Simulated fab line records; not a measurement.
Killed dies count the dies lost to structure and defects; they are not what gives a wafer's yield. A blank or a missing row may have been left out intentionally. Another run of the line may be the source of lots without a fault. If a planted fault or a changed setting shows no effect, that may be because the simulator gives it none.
fab line records	flow n5Finfet
record: lots: 6	wafers: 18	lastDay: 17
route steps=1938 shown BEOL_M4@1108 BEOL_M5@1112 PASSIVATION@1936
lots that met no fault: from a run of the same line without faults
startH: hours from the record's opening day to when the first of the lot's shown wafers began	waitH: hours elapsed since this lot's preceding step	" same as the row above	L1.1+2: one row covering several wafers at once	- value missing, or start not given	* or withheld: withheld	< > ~ a bound
route shown NAME@n: NAME is a module with steps in the file, n the number in the route of the first one	usual: mean and standard deviation over wafers with no fault	same: alike in all rows	chamber/n: place in a boat	sites: readings site by site	_std_site: standard deviation across them	_edge_site: outer sites' mean less inner sites'	radiusMm: for every site, how far away it sits from the centre of the wafer	mask NAME#n: copy n	behind: the last tool/chamber to shape the wafer	hold: reason for holding the lot/hours on hold/outcome of the hold	device: names the non-switching transistor (n, p or np)	end of line: the tests these same wafers got at the end of their route	a step given without rows: its recipe and nothing more	killed: not the wafer's yield, but the dies lost to structure and defects at the first sort	map: dies across one wafer; x = killed, . = not, _ = none there
set.NAME: the setting as run; set.NAME@STEP: as run at that earlier step	model.NAME: the simulator's own value behind a step, which no gauge read
lots at some steps of the route; a table a step, a row a wafer
services: when a tool's chamber went out of use (startH, in hours from the record's first day, below 0 if earlier), for how many hours, and the reason
== steps ==
step: N5_BEOL_M4_DEP_57
recipe: material: SiCN	targetThkA: 80	tempC: withheld	precursor: 3MS/NH3	pressureTorr: 3	rfW: 202	timeS: 14
usual: showerheadPlenumPTorr: 3.661/0.014	throttleValvePct: 9.1/0.5
lot.wafer	tool	chamber	startH	waitH	showerheadPlenumPTorr	throttleValvePct
L924.1	pecvd-03	1	191.07	0.0	3.666	10.0
L924.2	"	2	"	"	3.650	8.9
L924.4	"	0	"	"	3.656	9.4
L926.2	pecvd-02	1	202.75	0.0	3.693	9.3
L926.5	"	0	"	"	3.669	9.1
L926.6	"	1	"	"	3.690	9.1
L932.1	pecvd-01	1	243.88	0.0	3.661	8.3
L932.2	"	2	"	"	3.652	8.7
L932.6	"	2	"	"	3.635	8.5
L935.2	pecvd-02	0	250.00	0.0	3.661	9.2
L935.4	"	2	"	"	3.640	9.0
L935.5	"	0	"	"	3.660	9.1
L940.1	pecvd-01	0	286.49	0.0	3.656	9.8
L940.4	"	0	"	"	3.662	9.8
L940.5	"	2	"	"	3.636	8.7
L942.2	pecvd-02	1	286.86	0.0	3.696	9.2
L942.3	"	0	"	"	3.659	8.8
L942.4	"	2	"	"	3.645	8.8
step: N5_BEOL_M4_RS_MEAS_58
recipe: thkMeasGauge: four-point-probe	reads: Co_of_BEOL_M4_CO_CAP_55+Cu_of_BEOL_M4_ECD_50+Co_of_BEOL_M4_CVD_47+TaN_of_BEOL_M4_ALD_84
usual: M4_RS: 0.661/0.024
lot.wafer	tool	chamber	startH	waitH	M4_RS[ohm/sq]
L924.1	filmMetro-01	-	191.13	0.0	0.658
L924.2	"	-	"	"	0.631
L924.4	"	-	"	"	0.674
L926.2	filmMetro-02	-	202.82	0.1	0.671
L926.5	"	-	"	"	0.673
L926.6	"	-	"	"	0.662
L932.1	filmMetro-02	-	243.95	0.0	0.661
L932.2	"	-	"	"	0.666
L932.6	"	-	"	"	0.626
L935.2	filmMetro-01	-	250.06	0.1	0.661
L935.4	"	-	"	"	0.660
L935.5	"	-	"	"	0.715
L940.1	filmMetro-01	-	286.56	0.1	0.694
L940.4	"	-	"	"	0.684
L940.5	"	-	"	"	0.661
L942.2	filmMetro-01	-	286.93	0.1	0.659
L942.3	"	-	"	"	0.653
L942.4	"	-	"	"	0.672
step: N5_BEOL_M4_INSPECT_59
recipe: inspectInstrument: darkfield	mode: postDep
usual: rawDefectCount: 69/23
lot.wafer	tool	chamber	startH	waitH	rawDefectCount
L924.1	defectInspect-01	-	191.16	0.0	63
L924.2	"	-	"	"	84
L924.4	"	-	"	"	62
L926.2	defectInspect-01	-	202.85	0.0	95
L926.5	"	-	"	"	62
L926.6	"	-	"	"	72
L932.1	defectInspect-02	-	243.97	0.0	152
L932.2	"	-	"	"	133
L932.6	"	-	"	"	71
L935.2	defectInspect-02	-	250.09	0.0	101
L935.4	"	-	"	"	82
L935.5	"	-	"	"	112
L940.1	defectInspect-02	-	286.59	0.0	51
L940.4	"	-	"	"	82
L940.5	"	-	"	"	56
L942.2	defectInspect-02	-	286.95	0.0	102
L942.3	"	-	"	"	62
L942.4	"	-	"	"	59
step: N5_BEOL_M4_RC_MEAS_101
usual: DIBL_N: 36.0/1.8	DIBL_P: 36.3/2.4	IOFF_N: 0.16/0.035	IOFF_P: 0.21/0.036	ION_N: 673/13	ION_P: 461/7.2	SS_N: 71.4/0.6	SS_P: 73.2/0.7	VT_N: 250/4	VT_P: -250.9/2.9
lot.wafer	tool	chamber	startH	waitH	DIBL_N[mV/V]	DIBL_P[mV/V]	IOFF_N[nA/um]	IOFF_P[nA/um]	ION_N[uA/um]	ION_P[uA/um]	SS_N[mV/dec]	SS_P[mV/dec]	VT_N[mV]	VT_P[mV]
L924.1	prober-01	0	191.19	0.0	37.9	40.6	0.20	0.27	688	469	71.1	73.8	248	-247.2
L924.2	"	0	"	"	37.4	39.3	0.19	0.25	693	477	71.5	74.7	248	-248.0
L924.4	"	0	"	"	35.5	36.9	0.16	0.20	670	467	70.9	72.8	251	-250.3
L926.2	prober-02	0	203.03	0.2	32.9	32.1	0.10	0.13	644	448	70.9	71.7	258	-255.2
L926.5	"	0	"	"	35.6	35.7	0.15	0.18	671	465	71.2	72.7	250	-252.0
L926.6	"	0	"	"	35.2	36.3	0.14	0.18	648	450	70.9	73.5	256	-254.4
L932.1	prober-02	0	244.00	0.0	39.6	41.2	0.25	0.28	696	471	72.2	74.6	244	-248.5
L932.2	"	0	"	"	36.3	37.8	0.18	0.22	693	467	71.2	73.0	247	-251.7
L932.6	"	0	"	"	37.6	39.5	0.21	0.25	693	466	72.3	73.8	243	-251.4
L935.2	prober-01	0	250.27	0.2	35.8	36.5	0.15	0.23	676	464	71.2	73.2	251	-247.1
L935.4	"	0	"	"	35.6	35.1	0.15	0.21	662	458	71.7	72.4	251	-247.1
L935.5	"	0	"	"	34.5	34.2	0.13	0.20	673	464	71.3	72.0	252	-248.3
L940.1	prober-01	0	286.61	0.0	37.3	38.7	0.16	0.25	677	468	71.8	73.3	252	-250.9
L940.4	"	0	"	"	36.5	35.5	0.14	0.19	660	448	71.7	73.0	255	-250.3
L940.5	"	0	"	"	35.4	34.9	0.12	0.18	648	452	71.3	72.5	254	-251.1
L942.2	prober-02	0	287.13	0.2	34.3	33.6	0.12	0.17	654	458	70.7	72.4	253	-252.0
L942.3	"	0	"	"	37.3	36.4	0.17	0.21	680	460	71.5	73.5	248	-250.0
L942.4	"	0	"	"	34.4	33.1	0.11	0.16	662	458	70.4	72.9	253	-258.8
step: N5_BEOL_M5_ILD_DEP_00
recipe: material: SiCOH_lowk	targetThkA: 1406.4	tempC: 300	precursor: DEMS/porogen	pressureTorr: 5	rfW: 500	timeS: 25.9
usual: heaterPowerW: 334/61	showerheadPlenumPTorr: 5.737/0.019	throttleValvePct: 13.9/0.81
lot.wafer	tool	chamber	startH	waitH	heaterPowerW	showerheadPlenumPTorr	throttleValvePct
L924.1	pecvd-02	0	192.15	0.8	293	5.745	14.0
L924.2	"	1	"	"	304	5.765	14.0
L924.4	"	2	"	"	296	5.710	13.4
L926.2	pecvd-04	1	203.83	0.7	433	5.751	15.5
L926.5	"	0	"	"	357	5.758	14.1
L926.6	"	1	"	"	433	5.751	15.6
L932.1	pecvd-04	1	244.96	0.8	439	5.746	15.6
L932.2	"	0	"	"	405	5.738	14.6
L932.6	"	0	"	"	410	5.737	14.7
L935.2	pecvd-02	0	251.08	0.7	349	5.749	13.6
L935.4	"	1	"	"	311	5.777	13.9
L935.5	"	2	"	"	244	5.711	13.3
L940.1	pecvd-02	2	287.58	0.8	258	5.706	13.2
L940.4	"	2	"	"	265	5.724	13.7
L940.5	"	1	"	"	299	5.764	14.3
L942.2	pecvd-01	0	287.95	0.7	324	5.717	14.8
L942.3	"	1	"	"	405	5.741	12.2
L942.4	"	2	"	"	290	5.727	13.3
step: N5_BEOL_M5_CURE_79
recipe: tempC: 385	timeS: 240	ambient: He/Ar	material: SiCOH_lowk
usual: lampPowerPct: 52.31/0.06	wafer_temp_C_max: 387.3/0.78
lot.wafer	tool	chamber	startH	waitH	lampPowerPct	wafer_temp_C_max
L924.1	uvCure-02	2	192.21	0.0	52.28	386.3
L924.2	"	2	"	"	52.41	386.0
L924.4	"	2	"	"	52.28	386.2
L926.2	uvCure-02	1	203.99	0.1	52.36	387.4
L926.5	"	1	"	"	52.36	387.2
L926.6	"	1	"	"	52.24	387.5
L932.1	uvCure-03	1	245.02	0.0	52.37	386.5
L932.2	"	1	"	"	52.28	387.0
L932.6	"	1	"	"	52.39	386.7
L935.2	uvCure-03	2	251.22	0.1	52.29	386.5
L935.4	"	2	"	"	52.24	386.2
L935.5	"	2	"	"	52.30	386.9
L940.1	uvCure-03	2	287.64	0.0	52.32	386.8
L940.4	"	2	"	"	52.19	386.0
L940.5	"	2	"	"	52.38	387.5
L942.2	uvCure-02	0	288.51	0.5	52.37	385.9
L942.3	"	0	"	"	52.28	385.8
L942.4	"	0	"	"	52.27	386.6
step: N5_BEOL_M5_THK_MEAS_01
recipe: reads: SiCOH_lowk_of_BEOL_M5_ILD_DEP_00
usual: M5_ILD_THK: 121.4/1.7
lot.wafer	tool	chamber	startH	waitH	M5_ILD_THK[nm]
L924.1	filmMetro-02	-	192.72	0.4	119.6
L924.2	"	-	"	"	122.1
L924.4	"	-	"	"	122.7
L926.2	filmMetro-01	-	204.43	0.4	119.4
L926.5	"	-	"	"	122.7
L926.6	"	-	"	"	121.6
L932.1	filmMetro-02	-	245.54	0.4	122.1
L932.2	"	-	"	"	122.9
L932.6	"	-	"	"	124.2
L935.2	filmMetro-02	-	251.65	0.4	120.3
L935.4	"	-	"	"	122.8
L935.5	"	-	"	"	123.1
L940.1	filmMetro-01	-	288.16	0.4	121.1
L940.4	"	-	"	"	122.5
L940.5	"	-	"	"	123.2
L942.2	filmMetro-02	-	288.94	0.4	120.1
L942.3	"	-	"	"	119.3
L942.4	"	-	"	"	124.3
step: N5_BEOL_M5_PECVD_70
recipe: material: SiO2	targetThkA: 160	tempC: 400	precursor: TEOS/O2	pressureTorr: 5.5	rfW: 450	teosFlowSccm: 53.8	gas: O2	flowSccm: 3000	timeS: 18
usual: heaterPowerW: 766/110	showerheadPlenumPTorr: 8.78/0.08	throttleValvePct: 22.4/1.2
lot.wafer	tool	chamber	startH	waitH	heaterPowerW	showerheadPlenumPTorr	throttleValvePct
L924.1	pecvd-04	2	192.76	0.0	839	8.74	22.5
L924.2	"	1	"	"	831	8.82	24.9
L924.4	"	1	"	"	830	8.85	25.0
L926.2	pecvd-01	2	204.46	0.0	678	8.70	21.6
L926.5	"	1	"	"	926	8.78	20.1
L926.6	"	0	"	"	755	8.73	23.4
L932.1	pecvd-04	2	245.57	0.0	915	8.75	21.5
L932.2	"	0	"	"	798	8.79	23.3
L932.6	"	0	"	"	799	8.80	23.3
L935.2	pecvd-02	2	251.69	0.0	650	8.66	21.5
L935.4	"	2	"	"	646	8.69	21.3
L935.5	"	0	"	"	806	8.75	22.3
L940.1	pecvd-02	2	288.19	0.0	625	8.67	21.6
L940.4	"	1	"	"	643	8.90	22.7
L940.5	"	2	"	"	630	8.70	21.5
L942.2	pecvd-02	0	288.98	0.0	782	8.76	22.2
L942.3	"	1	"	"	751	8.92	22.7
L942.4	"	2	"	"	581	8.70	21.5
step: N5_BEOL_M5_HM_DEP_02
recipe: material: TiN	targetThkA: 200	tempC: 25	chamberPressurePa: 0.49996
usual: throttleValvePct: 30.0/0.98
lot.wafer	tool	chamber	startH	waitH	throttleValvePct
L924.1	pvdSputter-02	-	194.46	1.7	31.1
L924.2	"	-	"	"	28.2
L924.4	"	-	"	"	30.4
L926.2	pvdSputter-02	-	204.99	0.5	30.9
L926.5	"	-	"	"	30.5
L926.6	"	-	"	"	28.7
L932.1	pvdSputter-03	-	246.28	0.7	30.9
L932.2	"	-	"	"	29.8
L932.6	"	-	"	"	30.1
L935.2	pvdSputter-03	-	252.19	0.5	29.3
L935.4	"	-	"	"	30.3
L935.5	"	-	"	"	30.8
L940.1	pvdSputter-01	-	291.72	3.5	30.7
L940.4	"	-	"	"	32.0
L940.5	"	-	"	"	29.8
L942.2	pvdSputter-01	-	292.02	3.0	29.5
L942.3	"	-	"	"	32.1
L942.4	"	-	"	"	30.9
step: N5_BEOL_M5_COAT_59
recipe: resist: SOC	tempC: 250	timeS: 60	spinRpm: 1500	resistThkNm: 60
step: N5_BEOL_M5_COAT_60
recipe: resist: SiARC	tempC: 220	timeS: 60	spinRpm: 1500	resistThkNm: 12
step: N5_BEOL_M5_COAT_71
recipe: resist: underlayer	tempC: 205	timeS: 60	spinRpm: 1500	resistThkNm: 5
step: N5_BEOL_M5_COAT_05
recipe: resist: CAR-EUV	spinRpm: 1500	resistThkNm: 30
usual: spinSpeedRpm: 1499.8/1.1
lot.wafer	tool	chamber	startH	waitH	spinSpeedRpm	model.CAR-EUV_of_BEOL_M5_COAT_05.thkNm
L924.1	lithoTrack-01	0	194.59	-	1501.5	30
L924.2	"	0	"	"	1498.9	30
L924.4	"	0	"	"	1502.3	30
L926.2	lithoTrack-04	0	205.12	-	1500.7	30
L926.5	"	0	"	"	1500.1	30
L926.6	"	0	"	"	1500.5	30
L932.1	lithoTrack-01	0	246.41	-	1498.6	30
L932.2	"	0	"	"	1500.6	30
L932.6	"	0	"	"	1499.9	30
L935.2	lithoTrack-05	0	252.32	-	1501.1	30.2
L935.4	"	0	"	"	1500.2	30
L935.5	"	0	"	"	1498.5	30
L940.1	lithoTrack-04	0	291.85	-	1386.9	31.2
L940.4	"	0	"	"	1386.2	31.2
L940.5	"	0	"	"	1385.8	31.2
L942.2	lithoTrack-04	0	292.16	-	1386.5	31.4
L942.3	"	0	"	"	1385.7	31.4
L942.4	"	0	"	"	1385.1	31.6
step: N5_BEOL_M5_EBR_07
recipe: solvent: PGMEA	ebrWidthMm: 1.5
step: N5_BEOL_M5_SOFTBAKE_06
recipe: tempC: 110	timeS: 60	resist: CAR-EUV
step: N5_BEOL_M5_EXPOSE_08
recipe: maskId: M5	na: 0.33	sourceShape: annular	sigmaInner: 0.4	sigmaOuter: 0.8	polarization: unpolarized	targetCdNm: 28	doseMj: 35.75
step: N5_BEOL_M5_PEB_09
recipe: pebTempC: 100	pebTimeS: 60	resist: CAR-EUV
step: N5_BEOL_M5_DEVELOP_10
recipe: developTimeS: 30	developer: TMAH	resist: CAR-EUV	rinseLiquid: surfactantRinse	dry: airSpin	devTempC: 23
step: N5_BEOL_M5_CD_MEAS_11
recipe: targetCdNm: 27.74	landingEnergyEv: 500	detector: seInlens
usual: cdNm: 27.99/0.27
lot.wafer	tool	chamber	startH	waitH	cdNm
L924.1	cdSem-02	0	194.85	-	28.25
L924.2	"	0	"	"	27.71
L924.4	"	0	"	"	27.87
L926.2	cdSem-03	0	205.50	-	28.00
L926.5	"	0	"	"	28.28
L926.6	"	0	"	"	28.39
L932.1	cdSem-03	0	246.80	-	28.22
L932.2	"	0	"	"	27.91
L932.6	"	0	"	"	27.83
L935.2	cdSem-03	0	252.77	-	27.91
L935.4	"	0	"	"	28.29
L935.5	"	0	"	"	27.64
L940.1	cdSem-03	0	292.11	-	27.24
L940.4	"	0	"	"	28.03
L940.5	"	0	"	"	27.79
L942.2	cdSem-02	0	292.42	-	27.81
L942.3	"	0	"	"	28.11
L942.4	"	0	"	"	27.84
step: N5_BEOL_M5_OVL_MEAS_12
recipe: pointsPerWafer: 522
usual: M5_OVL: 0.2/0.84
lot.wafer	tool	chamber	startH	waitH	M5_OVL[nm]
L924.1	overlay-01	0	194.88	0.0	2.1
L924.2	"	0	"	"	-0.2
L924.4	"	0	"	"	0.4
L926.2	overlay-01	0	205.54	0.0	0.4
L926.5	"	0	"	"	0.3
L926.6	"	0	"	"	0.6
L932.1	overlay-01	0	246.83	0.0	1.0
L932.2	"	0	"	"	-0.1
L932.6	"	0	"	"	-0.1
L935.2	overlay-02	0	252.81	0.0	0.7
L935.4	"	0	"	"	0.7
L935.5	"	0	"	"	0.4
L940.1	overlay-02	0	292.14	0.0	0.8
L940.4	"	0	"	"	0.4
L940.5	"	0	"	"	-1.0
L942.2	overlay-02	0	292.46	0.0	-0.9
L942.3	"	0	"	"	0.3
L942.4	"	0	"	"	-1.0
step: N5_BEOL_M5_INSPECT_13
recipe: mode: adi	inspectInstrument: brightfield
usual: rawDefectCount: 398/83
lot.wafer	tool	chamber	startH	waitH	rawDefectCount
L924.1	defectInspect-01	-	194.94	0.1	462
L924.2	"	-	"	"	414
L924.4	"	-	"	"	396
L926.2	defectInspect-02	-	205.59	0.0	401
L926.5	"	-	"	"	419
L926.6	"	-	"	"	384
L932.1	defectInspect-01	-	246.89	0.1	533
L932.2	"	-	"	"	460
L932.6	"	-	"	"	348
L935.2	defectInspect-01	-	252.86	0.0	355
L935.4	"	-	"	"	346
L935.5	"	-	"	"	382
L940.1	defectInspect-01	-	292.20	0.1	289
L940.4	"	-	"	"	364
L940.5	"	-	"	"	324
L942.2	defectInspect-02	-	292.51	0.0	372
L942.3	"	-	"	"	350
L942.4	"	-	"	"	340
step: N5_BEOL_M5_DESCUM_16
recipe: chemistry: O2	timeS: 7	sourcePowerW: 50	biasPowerW: 20	pressureMtorr: 20	rfFrequencyHz: 2.712e+07	tempC: 40	resist: CAR-EUV	o2FlowSccm: 225
usual: drypumpMotorCurrentA: 5.8/0.38	oesProductAu: 0.78/0.083	rfVppV: 242.9/1.3	showerheadPlenumPTorr: 2.07/0.074	throttleValvePct: 20.39/0.25
lot.wafer	tool	chamber	startH	waitH	drypumpMotorCurrentA	oesProductAu	rfHoursCounterH	rfVppV	showerheadPlenumPTorr	throttleValvePct	model.CAR-EUV_of_BEOL_M5_COAT_05.thkNm
L924.1	rieDiel-04	1	195.37	0.4	5.2	0.67	241	245.1	2.16	20.66	26.2
L924.2	"	2	"	"	5.8	0.74	168	243.6	2.06	20.27	26
L924.4	"	0	"	"	5.5	0.70	223	242.0	1.97	20.51	26
L926.2	rieDiel-03	3	205.62	0.0	5.5	0.71	193	244.5	2.17	20.43	26.2
L926.5	"	2	"	"	6.1	0.75	-	242.1	1.99	20.48	26
L926.6	"	1	"	"	5.7	0.77	-	243.6	2.08	20.18	26.2
L932.1	rieDiel-02	1	246.93	0.0	6.4	0.96	7	242.2	2.03	19.98	26.2
L932.2	"	0	"	"	5.7	0.92	17	244.2	2.14	20.21	26.2
L932.6	"	1	"	"	6.4	0.97	-	242.8	2.03	19.96	26
L935.2	rieDiel-02	1	252.93	0.1	6.4	0.95	9	242.4	2.03	19.97	26.2
L935.4	"	2	"	"	5.8	0.74	163	243.3	2.09	20.66	26.2
L935.5	"	1	"	"	6.3	0.96	-	242.5	2.03	19.97	26.2
L940.1	rieDiel-02	0	292.23	0.0	5.7	0.90	31	244.0	2.13	20.23	27.4
L940.4	"	3	"	"	4.9	0.70	238	240.4	1.99	20.95	27.2
L940.5	"	0	"	"	5.7	0.91	-	245.0	2.13	20.23	27.2
L942.2	rieDiel-03	1	293.04	0.5	5.7	0.74	175	242.3	2.08	20.20	27.4
L942.3	"	3	"	"	5.5	0.69	216	244.7	2.16	20.47	27.4
L942.4	"	0	"	"	5.9	0.82	84	242.7	2.01	20.14	27.6
step: N5_BEOL_M5_ETCH_72
recipe: chemistry: N2/H2	target: underlayer	targetDepthA: 65	maskMaterial: CAR-EUV	timeS: 5.2	ionEnergyEv: 200	pressureMtorr: 30	sourceW: 840	biasW: 150	n2FlowSccm: 200	h2FlowSccm: 200	ends: cleared
step: N5_PASSIVATION_PROBE_49
usual: defectLimitedYield: 91.2/1.4	killed_at_M0_to_M3: 35/11	killed_at_M4_up: 14/5.6	killedAtContacts: 12/5.6	killedAtFrontEnd: 38/11	killedAtOther: 4/3.4	killedDies: 103/17	killedOnRim: 13/3.5	killedOpen: 68/12	killedShort: 33/8.8	sort_bin_5_function: 5.1/0.89	sort_bin_6_memory: 3.3/0.71	sortNPass: 1077/17	sortYieldPct: 91.2/1.4
same: grossDies: 1180	killedAtBackSide: 0	sort_bin_4_leakage[%]: 0	sort_bin_8_speed[%]: 0
lot.wafer	tool	chamber	startH	waitH	defectLimitedYield[%]	killed_at_M0_to_M3	killed_at_M4_up	killedAtContacts	killedAtFrontEnd	killedAtOther	killedDies	killedOnRim	killedOpen	killedShort	sort_bin_5_function[%]	sort_bin_6_memory[%]	sortNPass	sortYieldPct[%]
L932.1	prober-01	-	352.61	0.0	94.2	32	5	8	23	1	69	8	40	27	3.8	1.9	1111	94.2
L932.2	prober-01	-	352.66	0.1	91.0	54	4	13	30	5	106	13	66	40	4.4	4.2	1074	91.0
L932.6	prober-01	-	352.86	0.3	90.5	40	9	12	47	4	112	12	72	39	5.9	3.3	1068	90.5
killed by level:class
L932.1 BEOL_M0_SAQP:geometricParticle:short=12 DUMMY_GATE:geometricParticle:open=7 MOL_CONTACT_COAG:geometricParticle:open=5 BEOL_M1:geometricParticle:open=5 ILD0:geometricParticle:open=4 BEOL_M0_SAQP:geometricParticle:open=4 FIN_SAQP:geometricParticle:short=3 MOL_CONTACT_COAG:geometricParticle:short=3
L932.2 BEOL_M2:geometricParticle:open=11 BEOL_M1:geometricParticle:open=10 BEOL_M0_SAQP:geometricParticle:open=10 MOL_CONTACT_COAG:geometricParticle:open=8 FIN_SAQP:geometricParticle:open=7 BEOL_M0_SAQP:geometricParticle:short=7 FIN_SAQP:geometricParticle:short=5 MOL_CONTACT_COAG:geometricParticle:short=5
L932.6 FIN_SAQP:geometricParticle:open=16 BEOL_M0_SAQP:geometricParticle:short=13 MOL_CONTACT_COAG:geometricParticle:open=11 FIN_SAQP:geometricParticle:short=8 BEOL_M0_SAQP:geometricParticle:open=8 BEOL_M1:geometricParticle:open=5 STARTING-WAFER:geometricParticle:open=5 BEOL_M2:geometricParticle:open=4
== services ==
tool	chamber	startH	hours	kind
pecvd-03	2	170.54	5.2	repair
rieDiel-02	0	174.77	-	clean
rieDiel-02	0	174.77	-	consumableReplace:focusRing
rieDiel-02	0	174.77	19.6	scheduledDown
rieDiel-02	0	174.77	19.6	ventCycle
rieDiel-04	0	176.83	7.2	repair
uvCure-03	-	180.91	3.4	pm
uvCure-03	-	190.25	5.0	pm
pecvd-01	-	190.93	2.6	repair
pecvd-04	2	202.38	-	clean
pecvd-04	2	202.38	-	consumableReplace:showerhead
pecvd-04	2	202.38	29.0	scheduledDown
pecvd-04	2	202.38	29.0	ventCycle
rieDiel-04	0	204.06	8.8	repair
pecvd-02	2	212.62	8.6	repair
pecvd-03	1	241.93	22.3	repair
pecvd-01	2	250.89	-	calibration
uvCure-03	-	256.83	2.1	pm
rieDiel-02	1	257.11	6.0	repair
pecvd-02	2	267.49	5.5	scheduledDown
pecvd-02	1	272.95	2.1	scheduledDown
pecvd-02	0	279.07	4.1	repair
pecvd-04	1	280.59	5.5	scheduledDown
rieDiel-04	0	284.54	18.3	repair
== key ==
firstSign: step: N5_BEOL_M5_COAT_05	reading: spinSpeedRpm	direction: down	sigmas: 99+	usual: *	struck: *
effect none on later readings
modelEffect: step: N5_BEOL_M5_COAT_05	value: CAR-EUV_of_BEOL_M5_COAT_05.thkNm	without: 30.1	struck: 31.33
modelEffect: step: N5_BEOL_M5_DESCUM_16	value: CAR-EUV_of_BEOL_M5_COAT_05.thkNm	without: 26.17	struck: 27.37
metAt N5_BEOL_M5_COAT_05
struckWafers L940.1,L940.4,L940.5,L942.2,L942.3,L942.4
onsetBetween 205.12 291.85
fault: kind: processParameterDrift	tool: lithoTrack-04	chamber: -	onsetH: 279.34	steps: N5_BEOL_M5_COAT_05	channel: spinRpm	offset: *	shape: step	endH: 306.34	actsIn: *	stated: *
